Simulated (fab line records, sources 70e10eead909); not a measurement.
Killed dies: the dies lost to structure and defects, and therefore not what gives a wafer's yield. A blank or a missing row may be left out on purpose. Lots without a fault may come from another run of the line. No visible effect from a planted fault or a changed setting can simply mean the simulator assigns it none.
Struck lot and sound lot, side by side -- flow nand harc -- 27 steps out of a route of 1302
Sound: these wafers, L777.1, L777.5, L777.6. Wafers struck: L794.1, L794.4, L794.6. Last of all comes the cause.
Order at every step that has rows: each side's tool, ch and its chambers, its first start. Under that, the readings that differ: sound wafers -- struck wafers -- difference of the means -- sigmas: that difference in standard deviations of wafers without a fault.
alike: a reading whose means differ by less than 2 such deviations, as well as words and numbers matching on both sides. not compared: withheld readings; readings where some wafer has no value; bounds like >300 that might hide an equal value; numbers whose values overlap and for which the record gives no deviation.
A row with sigmas, a row that says differs or no value, or rows on one side alone: a step with any of these is where the two part. Numbers that have no deviation but don't overlap get no sigmas and don't part them. A reading that every wafer of one side lacks parts them only if that side has two wafers or more.

NHARC_P_ZERO_WELL_DESCUM_54: chemistry O2, time 3 s.
  sound on rie diel-13 ch 0,2,3, day 2 21:56; struck on rie diel-13 ch 2,3, day 10 00:02
  alike: drypump motor current A, o2 flow sccm, oes product au, rf vpp V, showerhead plenum p Torr, throttle valve pct
  not compared: rf hours counter h
then, 5 steps without rows for these wafers: NHARC_P_ZERO_WELL_IMPLANT_55; NHARC_P_ZERO_WELL_IMPLANT_61; NHARC_P_ZERO_WELL_STRIP_56 (strips in SPM, time 840 s); NHARC_P_ZERO_WELL_PRECLEAN_68 (cleans in SC1, time 60 s); NHARC_P_ZERO_WELL_SRD_69.
NHARC_P_ZERO_WELL_RTA_42: time 300 s.
  sound on rtp anneal-01 ch 0, day 2 22:53; struck on rtp anneal-02 ch 0, day 10 01:00
reading,sound,struck,difference,sigmas
lamp power pct (%),42 42 42,35 35 35,-7,-2
lamp_zone_5_pct (%),42 42 42,35 35 35,-7,-2
  alike: wafer_temp_C_max
NHARC_P_ZERO_WELL_INSPECT_43:
  sound: defect inspect-02 at day 2 23:34; struck: defect inspect-01 at day 10 01:40
  alike: raw defect count
then, 4 steps without rows for these wafers: NHARC_P_STI_ETCH_26 (etches SiO2 in dHF, target depth 11 nm); NHARC_P_STI_PRECLEAN_27 (cleans in SC1); NHARC_P_STI_SRD_28; NHARC_P_STI_OXIDE_29 (material SiO2, target thk 10 nm, ox time 1362 s).
NHARC_P_STI_HM_DEP_30: deposits Si3N4, target thk 80 nm, time 873 s.
  sound on lpcvd-01 ch 1, day 3 11:09; struck on lpcvd-01 ch 0, day 10 16:55
  alike: spike tc bottom C, spike tc upper C
then, 9 steps without rows for these wafers: NHARC_P_STI_DEHYDRATE_01 (time 120 s); NHARC_P_STI_HMDS_02 (time 30 s); NHARC_P_STI_COAT_41 (time 65 s); NHARC_P_STI_COAT_03 (resist thk 600 nm); NHARC_P_STI_SOFTBAKE_04 (time 70 s); NHARC_P_STI_EBR_05; NHARC_P_STI_EXPOSE_06 (exposes mask P STI, target cd 200 nm); NHARC_P_STI_PEB_07 (peb time 80 s); NHARC_P_STI_DEVELOP_08 (time 50 s).
NHARC_P_STI_CD_MEAS_09: the cd target is 200 nm.
  sound on cd sem-02 ch 0, day 3 15:11; struck on cd sem-01 ch 0, day 10 21:05
  alike: cd nm
NHARC_P_STI_OVL_MEAS_10:
  sound: overlay-02 at day 3 15:16; struck: overlay-02 at day 10 21:10
reading,sound,struck,difference,sigmas
overlay x nm (nm),9 9 9,-3 -3 -3,-12,-2
  alike: overlay y nm
NHARC_P_STI_INSPECT_11:
  sound: defect inspect-02 at day 3 15:19; struck: defect inspect-02 at day 10 21:13
reading,sound,struck,difference,sigmas
raw defect count,4 4 1,16 24 20,+17,+5
then, 1 step without rows for these wafers: NHARC_P_STI_HARDBAKE_13 (time 65 s).
-- break in the record here, with 21 days between the starts of the struck wafers on either side (left off in module P_STI, picked up again in module END, where the first step shown is number 1302 on the route) --
NHARC_END_SORT_01:
  sound on prober-01 ch 0, day 25 02:53; struck on prober-01 ch 0, day 32 05:13
reading,sound,struck,difference,sigmas
killed at periphery,7 6 6,12 17 14,+8,+3
  alike: killed at array, killed at other, killed dies, killed open, killed short

## WHERE THEY PART
At NHARC_P_ZERO_WELL_RTA_42 first; at NHARC_END_SORT_01 last (within this record only).

WHY: what had been put in by the simulator
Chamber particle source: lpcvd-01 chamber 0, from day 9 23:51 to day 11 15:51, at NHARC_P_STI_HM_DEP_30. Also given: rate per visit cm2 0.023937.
